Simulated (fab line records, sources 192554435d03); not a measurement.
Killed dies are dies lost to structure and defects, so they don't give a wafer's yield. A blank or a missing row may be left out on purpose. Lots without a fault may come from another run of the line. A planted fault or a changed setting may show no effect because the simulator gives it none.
Chamber matching | flow n5_finfet | N5_FIN_SAQP_ETCH_67 on rie_diel-05: 4 sister chambers
The step etches SiNx in CH3F/O2, target depth 30 nm. 8 wafers are shown with their chamber, then 11 later ones without.

WAFERS WITH THEIR CHAMBER
wafer  | chamber | showerhead_plenum_p_Torr (Torr) | throttle_valve_pct (%)
L081.6 | 3       | 2.06                            | 16.34
L084.3 | 2       | 1.85                            | 16.71
L087.1 | 3       | 2.05                            | 16.37
L087.4 | 1       | 1.96                            | 16.11
L090.1 | 2       | 1.85                            | 16.70
L090.3 | 0       | 1.89                            | 16.42
L090.5 | 1       | 1.96                            | 16.11
L092.2 | 0       | 1.89                            | 16.40

WAFERS WITHOUT THEIR CHAMBER
wafer  | showerhead_plenum_p_Torr (Torr) | throttle_valve_pct (%)
L092.4 | 1.95                            | 16.12
L092.6 | 2.05                            | 16.39
L094.1 | 1.89                            | 16.42
L094.5 | 1.85                            | 16.72
L094.6 | 2.05                            | 16.41
L095.1 | 1.95                            | 16.13
L095.2 | 1.85                            | 16.74
L095.5 | 1.85                            | 16.74
L096.2 | 1.95                            | 16.15
L096.4 | 1.89                            | 16.41
L096.6 | 1.95                            | 16.11

WHICH CHAMBER EACH WENT THROUGH
wafer  | from the rows above | in truth
L092.4 | 1                   | 1
L092.6 | 3                   | 3
L094.1 | 0                   | 0
L094.5 | 2                   | 2
L094.6 | 3                   | 3
L095.1 | 1                   | 1
L095.2 | 2                   | 2
L095.5 | 2                   | 2
L096.2 | 1                   | 1
L096.4 | 0                   | 0
L096.6 | 1                   | 1
Placed correctly: 11 of 11. Can't be placed from these rows: 0. Placed wrongly: 0.
How it was worked out, from the rows above alone: a wafer's distance from a chamber is the root of the sum, over the readings, of the square of ((its reading less the chamber's mean) divided by the reading's scatter). The wafer belongs to the nearest chamber; if the next one is less than 2 further off, it can't be placed. A chamber's mean is the mean of its shown wafers. The scatter: the root of (the sum of the squares of (reading less its chamber's mean) over the shown wafers, divided by (wafers less chambers)).
